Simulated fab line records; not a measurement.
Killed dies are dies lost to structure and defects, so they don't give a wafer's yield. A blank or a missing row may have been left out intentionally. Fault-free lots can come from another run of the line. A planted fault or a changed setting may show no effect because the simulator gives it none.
Which tool did it? + flow n5_finfet + 30 wafers from 10 lots sampled at 3 of the route's 1938 steps

WHAT THE GAUGES READ, wafer by wafer
N5_BEOL_M10_INSPECT_58: inspects for defects (darkfield).
| lot  | measured     | on                | raw_defect_count |
|------|--------------|-------------------|------------------|
| L140 | day 11 21:00 | defect_inspect-02 | 67 51 103        |
| L143 | day 12 15:25 | defect_inspect-01 | 60 34 46         |
| L142 | day 12 16:34 | defect_inspect-01 | 79 66 67         |
| L146 | day 13 11:10 | defect_inspect-01 | 51 49 808        |
| L150 | day 14 09:46 | defect_inspect-02 | 822 56 77        |
| L160 | day 17 10:56 | defect_inspect-02 | 45 60 37         |
| L157 | day 17 20:52 | defect_inspect-02 | 81 112 93        |
| L161 | day 17 22:59 | defect_inspect-01 | 53 56 63         |
| L163 | day 18 05:40 | defect_inspect-02 | 55 56 80         |
| L162 | day 18 16:53 | defect_inspect-01 | 85 44 50         |

WHICH TOOL RAN EACH LOT (tool, then ch and the chambers of the sampled wafers, then the start)
| lot  | N5_BEOL_M10_DEGAS_44         | N5_BEOL_M10_PRE_CLEAN_55        |
|------|------------------------------|---------------------------------|
| L140 | pvd_sputter-01, day 11 19:14 | pecvd-03 ch 0,1, day 11 20:52   |
| L143 | pvd_sputter-01, day 12 13:43 | pecvd-04 ch 0,1,2, day 12 15:18 |
| L142 | pvd_sputter-01, day 12 14:26 | pecvd-03 ch 1,2, day 12 16:25   |
| L146 | pvd_sputter-02, day 13 08:56 | pecvd-03 ch 0,1,2, day 13 11:02 |
| L150 | pvd_sputter-03, day 14 07:11 | pecvd-03 ch 0,1,2, day 14 09:38 |
| L160 | pvd_sputter-02, day 17 07:51 | pecvd-03 ch 0,1,2, day 17 10:48 |
| L157 | pvd_sputter-01, day 17 19:00 | pecvd-01 ch 0,1,2, day 17 20:44 |
| L161 | pvd_sputter-02, day 17 21:26 | pecvd-03 ch 0,1,2, day 17 22:52 |
| L163 | pvd_sputter-01, day 18 02:47 | pecvd-03 ch 0,2, day 18 05:33   |
| L162 | pvd_sputter-02, day 18 14:38 | pecvd-04 ch 0,1, day 18 16:46   |
- N5_BEOL_M10_DEGAS_44: time 60 s.
- N5_BEOL_M10_PRE_CLEAN_55: time 15 s.

THE ANSWER, worked out from the rows above alone
Rule: the usual values come from the lots themselves. Put in order of their means at a reading, lots are off if they are a third of the lots or fewer, leave a main group of 4 or more, and stand apart from it by a gap of 3 or more times the standard deviation of the main group's means; of several such gaps the widest counts. If all means in a main group match to the digits the tables above print for the reading, that group is not used. Also off: a lot with no number at a reading for which 4 or more lots have one. All remaining lots with rows at the step are treated as sound.
Off at N5_BEOL_M10_INSPECT_58 (raw_defect_count): L146, L150. The main group has a mean of 64 with a standard deviation of 15.
A tool fits if, at a process step before that reading, it ran every lot that is off, and no sound lot after the first of them. Those tools and the gauges at N5_BEOL_M10_INSPECT_58 are tried in the same way. Not one of the candidates tried fits.

WHAT THE SIMULATOR PUT IN
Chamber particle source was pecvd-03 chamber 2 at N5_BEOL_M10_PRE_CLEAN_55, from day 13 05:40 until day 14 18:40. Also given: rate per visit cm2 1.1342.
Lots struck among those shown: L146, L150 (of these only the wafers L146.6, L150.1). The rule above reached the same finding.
